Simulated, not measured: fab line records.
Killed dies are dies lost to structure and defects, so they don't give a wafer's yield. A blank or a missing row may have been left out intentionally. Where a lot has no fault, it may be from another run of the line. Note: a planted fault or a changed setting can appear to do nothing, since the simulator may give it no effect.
Which tool did it? :: flow nand-harc :: 14 lots with 39 wafers sampled at 6 steps, on a route of 1159 steps

== WHAT EACH GAUGE READ, for each wafer ==
NHARC_P_BONDPAD_OVL_MEAS_38. Usual: overlay-x-nm -1 nm, standard deviation 5.6; overlay-y-nm 2 nm, standard deviation 6.5.
lot: L877
measured: day 6 19:15
on: overlay-02
overlay-x-nm (nm): -3 -2 -2
overlay-y-nm (nm): 13 14 13
flag: 

lot: L879
measured: day 6 21:53
on: overlay-02
overlay-x-nm (nm): 0 1 1
overlay-y-nm (nm): 2 3 2
flag: 

lot: L878
measured: day 6 23:46
on: overlay-02
overlay-x-nm (nm): -2 -2 -2
overlay-y-nm (nm): 14 14 14
flag: 

lot: L880
measured: day 7 09:28
on: overlay-01
overlay-x-nm (nm): -8 -8 -8
overlay-y-nm (nm): 10 10 10
flag: 

lot: L883
measured: day 8 07:56
on: overlay-02
overlay-x-nm (nm): 3 3 3
overlay-y-nm (nm): 4 5 4
flag: 

lot: L884
measured: day 8 08:05
on: overlay-01
overlay-x-nm (nm): -1 -2 -1
overlay-y-nm (nm): 2 1 1
flag: 

lot: L885
measured: day 8 14:59
on: overlay-01
overlay-x-nm (nm): 1 1 1
overlay-y-nm (nm): 5 5 5
flag: 

lot: L890
measured: day 9 12:50
on: overlay-02
overlay-x-nm (nm): 5 5 5
overlay-y-nm (nm): -3 -3 -3
flag: 

lot: L887
measured: day 9 13:35
on: overlay-02
overlay-x-nm (nm): 4 4 3
overlay-y-nm (nm): 10 10 10
flag: 

lot: L891
measured: day 10 09:17
on: overlay-01
overlay-x-nm (nm): 4 4 4
overlay-y-nm (nm): -7 -6 -7
flag: 

lot: L895
measured: day 10 22:38
on: overlay-02
overlay-x-nm (nm): 5 6
overlay-y-nm (nm): 4 4
flag: 

lot: L897
measured: day 11 09:48
on: overlay-01
overlay-x-nm (nm): -7 -7
overlay-y-nm (nm): -3 -4
flag: 

lot: L898
measured: day 11 17:38
on: overlay-02
overlay-x-nm (nm): -2 -2
overlay-y-nm (nm): 5 4
flag: 

lot: L899
measured: day 12 02:38
on: overlay-01
overlay-x-nm (nm): -1 -1 0
overlay-y-nm (nm): -8 -9 -8
flag: 

NHARC_A_SOURCE_PLATE_THK_MEAS_06: measures by ellipsometry. Usual: thk-nm reads 199.6 nm (standard deviation 2.5).
lot: L877
measured: day 7 20:10
on: film-metro-02
thk-nm (nm): 198.9 196.6 195.9
flag: 

lot: L879
measured: day 7 23:46
on: film-metro-01
thk-nm (nm): 202.8 202.2 203.3
flag: 

lot: L878
measured: day 7 23:46
on: film-metro-02
thk-nm (nm): 202.1 200.3 199.8
flag: 

lot: L880
measured: day 8 12:40
on: film-metro-01
thk-nm (nm): 199.5 198.0 199.9
flag: 

lot: L883
measured: day 9 07:47
on: film-metro-02
thk-nm (nm): 197.6 197.5 196.2
flag: 

lot: L884
measured: day 9 07:47
on: film-metro-01
thk-nm (nm): 199.0 195.5 193.5
flag: 

lot: L885
measured: day 9 17:17
on: film-metro-02
thk-nm (nm): 203.9 202.9 205.1
flag: 

lot: L890
measured: day 10 14:25
on: film-metro-02
thk-nm (nm): 201.0 198.4 200.0
flag: 

lot: L887
measured: day 10 14:25
on: film-metro-01
thk-nm (nm): 200.3 200.0 200.0
flag: 

lot: L891
measured: day 11 11:26
on: film-metro-02
thk-nm (nm): 195.7 199.9 199.9
flag: 

lot: L895
measured: day 12 00:40
on: film-metro-02
thk-nm (nm): 197.1 197.2
flag: 

lot: L897
measured: day 12 11:18
on: film-metro-01
thk-nm (nm): 199.7 200.3
flag: 

lot: L898
measured: day 12 19:29
on: film-metro-01
thk-nm (nm): 204.5 201.9
flag: 

lot: L899
measured: day 13 06:28
on: film-metro-02
thk-nm (nm): 199.9 202.0 198.8
flag: 

NHARC_A_ONON_D1_THK_MEAS_08: measures by ellipsometry. Usual: thk-nm reads 998 nm (standard deviation 9.7).
lot: L877
measured: day 7 21:57
on: film-metro-01
thk-nm (nm): 1002 1003 1004
flag: 

lot: L879
measured: day 8 01:32
on: film-metro-02
thk-nm (nm): 1012 1010 1011
flag: 

lot: L878
measured: day 8 01:32
on: film-metro-01
thk-nm (nm): 1006 1007 1005
flag: 

lot: L880
measured: day 8 14:26
on: film-metro-02
thk-nm (nm): 1002 1003 1004
flag: 

lot: L883
measured: day 9 09:35
on: film-metro-01
thk-nm (nm): 1009 1007 1006
flag: 

lot: L884
measured: day 9 09:33
on: film-metro-02
thk-nm (nm): 988 989 989
flag: 

lot: L885
measured: day 9 19:26
on: film-metro-01
thk-nm (nm): 1005 1003 1004
flag: 

lot: L890
measured: day 10 16:11
on: film-metro-01
thk-nm (nm): 987 988 988
flag: 

lot: L887
measured: day 10 16:12
on: film-metro-02
thk-nm (nm): 1011 1010 1011
flag: 

lot: L891
measured: day 11 13:16
on: film-metro-01
thk-nm (nm): 989 988 991
flag: 

lot: L895
measured: day 12 02:26
on: film-metro-01
thk-nm (nm): 1888 1891
flag: OFF

lot: L897
measured: day 12 13:06
on: film-metro-01
thk-nm (nm): 1871 1871
flag: OFF

lot: L898
measured: day 12 21:18
on: film-metro-02
thk-nm (nm): 1889 996
flag: OFF

lot: L899
measured: day 13 08:14
on: film-metro-01
thk-nm (nm): 988 989 987
flag: 

NHARC_END_SORT_01. Usual: killed-at-array 28, standard deviation 9.1; killed-at-other 0.6, standard deviation 0.87; killed-at-periphery 3.4, standard deviation 2.7; killed-dies 32, standard deviation 9; killed-open 3.2, standard deviation 1.9; killed-short 2.0, standard deviation 1.3.
lot: L895
measured: day 25 04:08
on: prober-02
killed-at-array: 672 673
killed-at-other: 2 0
killed-at-periphery: 3 4
killed-dies: 677 677
killed-open: 5 0
killed-short: 0 3
flag: OFF

lot: L897
measured: day 25 19:16
on: prober-01
killed-at-array: 675 673
killed-at-other: 1 0
killed-at-periphery: 1 4
killed-dies: 677 677
killed-open: 1 3
killed-short: 2 3
flag: OFF

lot: L898
measured: day 26 03:01
on: prober-01
killed-at-array: 675 31
killed-at-other: 1 3
killed-at-periphery: 1 1
killed-dies: 677 35
killed-open: 4 3
killed-short: 2 0
flag: OFF

== TOOL THAT RAN EACH LOT (tool first, then ch and the chambers of the sampled wafers, then the start) ==
lot: L877
NHARC_A_ZERO_WELL_ETCH_13: rie-si-01 ch 0,1,3, day 7 00:09
NHARC_A_ONON_D1_DEP_06: pecvd-onon-02 ch 0, day 7 21:34

lot: L879
NHARC_A_ZERO_WELL_ETCH_13: rie-si-01 ch 0,2,3, day 7 02:17
NHARC_A_ONON_D1_DEP_06: pecvd-onon-03 ch 0, day 8 01:01

lot: L878
NHARC_A_ZERO_WELL_ETCH_13: rie-si-06 ch 0,1,2, day 7 04:14
NHARC_A_ONON_D1_DEP_06: pecvd-onon-02 ch 0, day 8 01:02

lot: L880
NHARC_A_ZERO_WELL_ETCH_13: rie-si-01 ch 0,2,3, day 7 14:02
NHARC_A_ONON_D1_DEP_06: pecvd-onon-02 ch 0, day 8 13:59

lot: L883
NHARC_A_ZERO_WELL_ETCH_13: rie-si-01 ch 0,1, day 8 12:16
NHARC_A_ONON_D1_DEP_06: pecvd-onon-03 ch 0, day 9 09:10

lot: L884
NHARC_A_ZERO_WELL_ETCH_13: rie-si-02 ch 0,2,3, day 8 12:32
NHARC_A_ONON_D1_DEP_06: pecvd-onon-04 ch 0, day 9 09:02

lot: L885
NHARC_A_ZERO_WELL_ETCH_13: rie-si-02 ch 0,1, day 8 19:30
NHARC_A_ONON_D1_DEP_06: pecvd-onon-03 ch 0, day 9 19:05

lot: L890
NHARC_A_ZERO_WELL_ETCH_13: rie-si-01 ch 0,2,3, day 9 17:10
NHARC_A_ONON_D1_DEP_06: pecvd-onon-03 ch 0, day 10 15:41

lot: L887
NHARC_A_ZERO_WELL_ETCH_13: rie-si-02 ch 0,3, day 9 18:06
NHARC_A_ONON_D1_DEP_06: pecvd-onon-02 ch 0, day 10 15:52

lot: L891
NHARC_A_ZERO_WELL_ETCH_13: rie-si-06 ch 0,1,3, day 10 13:46
NHARC_A_ONON_D1_DEP_06: pecvd-onon-03 ch 0, day 11 12:47

lot: L895
NHARC_A_ZERO_WELL_ETCH_13: rie-si-06 ch 2,3, day 11 02:56
NHARC_A_ONON_D1_DEP_06: pecvd-onon-02 ch 0, day 12 01:56

lot: L897
NHARC_A_ZERO_WELL_ETCH_13: rie-si-01 ch 0, day 11 14:19
NHARC_A_ONON_D1_DEP_06: pecvd-onon-02 ch 0, day 12 12:34

lot: L898
NHARC_A_ZERO_WELL_ETCH_13: rie-si-06 ch 1,3, day 11 21:53
NHARC_A_ONON_D1_DEP_06: pecvd-onon-02 ch 0, day 12 20:47

lot: L899
NHARC_A_ZERO_WELL_ETCH_13: rie-si-02 ch 2,3, day 12 07:02
NHARC_A_ONON_D1_DEP_06: pecvd-onon-03 ch 0, day 13 07:47
- NHARC_A_ZERO_WELL_ETCH_13: etches the open film in HBr/Cl2, target depth 120 nm, time 40.1 s.
- NHARC_A_ONON_D1_DEP_06: target thk 1000 nm.

== AS READ BY THE TOOLS THEMSELVES (means over the sampled wafers that have a number; for cases with no such wafer, the mark the record gives instead) ==
NHARC_A_ZERO_WELL_ETCH_13. Usual: drypump-motor-current-A 5.6 A, standard deviation 0.55; oes-product-au 1.000 a.u., standard deviation 0.0099; throttle-valve-pct 26.406 %, standard deviation 0.01.
lot: L877
tool: rie-si-01
drypump-motor-current-A (A): 5.6
oes-product-au (a.u.): 0.997
throttle-valve-pct (%): 26.404
flag: 

lot: L879
tool: rie-si-01
drypump-motor-current-A (A): 5.1
oes-product-au (a.u.): 0.989
throttle-valve-pct (%): 26.401
flag: 

lot: L878
tool: rie-si-06
drypump-motor-current-A (A): 5.9
oes-product-au (a.u.): 1.005
throttle-valve-pct (%): 26.416
flag: 

lot: L880
tool: rie-si-01
drypump-motor-current-A (A): 5.1
oes-product-au (a.u.): 1.002
throttle-valve-pct (%): 26.405
flag: 

lot: L883
tool: rie-si-01
drypump-motor-current-A (A): 5.8
oes-product-au (a.u.): 0.994
throttle-valve-pct (%): 26.415
flag: 

lot: L884
tool: rie-si-02
drypump-motor-current-A (A): 5.4
oes-product-au (a.u.): 1.001
throttle-valve-pct (%): 26.416
flag: 

lot: L885
tool: rie-si-02
drypump-motor-current-A (A): 5.5
oes-product-au (a.u.): 1.014
throttle-valve-pct (%): 26.406
flag: 

lot: L890
tool: rie-si-01
drypump-motor-current-A (A): 5.1
oes-product-au (a.u.): 0.997
throttle-valve-pct (%): 26.408
flag: 

lot: L887
tool: rie-si-02
drypump-motor-current-A (A): 5.1
oes-product-au (a.u.): 1.004
throttle-valve-pct (%): 26.399
flag: 

lot: L891
tool: rie-si-06
drypump-motor-current-A (A): 5.7
oes-product-au (a.u.): 1.009
throttle-valve-pct (%): 26.393
flag: 

lot: L895
tool: rie-si-06
drypump-motor-current-A (A): 5.8
oes-product-au (a.u.): 0.993
throttle-valve-pct (%): 26.412
flag: 

lot: L897
tool: rie-si-01
drypump-motor-current-A (A): 5.5
oes-product-au (a.u.): 0.990
throttle-valve-pct (%): 26.418
flag: 

lot: L898
tool: rie-si-06
drypump-motor-current-A (A): 5.2
oes-product-au (a.u.): 0.999
throttle-valve-pct (%): 26.399
flag: 

lot: L899
tool: rie-si-02
drypump-motor-current-A (A): 5.4
oes-product-au (a.u.): 0.997
throttle-valve-pct (%): 26.409
flag: 

== THE ANSWER, worked out from the rows above alone ==
Rule: a lot is off if the mean of its wafers that have a number lies more than 3 standard deviations from the usual mean. Also off: a lot with no number at a reading for which 4 or more lots have one. Where the step has rows for the other lots, those lots are counted as sound. Order of review: gauges by route order, followed by the tools' own readings, for which a lot's mean as printed above is used. At the first step where some lot is off, the reading lying furthest off is the one used; lots without a number count as furthest.
Off, at NHARC_A_ONON_D1_THK_MEAS_08 on thk-nm: L895, L897, L898.
If a tool, at a process step before that reading, ran all the lots that are off and no sound lot after the first of them, it fits. Not tried: the gauges at NHARC_A_ONON_D1_THK_MEAS_08; whatever is off there is also off at NHARC_END_SORT_01, on other tools, and gauge error can't account for it. One fits: pecvd-onon-02 at NHARC_A_ONON_D1_DEP_06. Its last sound lot is L887 (day 10 15:52), its first lot that is off L895 (day 12 01:56): a fault that began between those two fits.

== WHAT HAD BEEN PUT IN BY THE SIMULATOR ==
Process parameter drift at NHARC_A_ONON_D1_DEP_06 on pecvd-onon-02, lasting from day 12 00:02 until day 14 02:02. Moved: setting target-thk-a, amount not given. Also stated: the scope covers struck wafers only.
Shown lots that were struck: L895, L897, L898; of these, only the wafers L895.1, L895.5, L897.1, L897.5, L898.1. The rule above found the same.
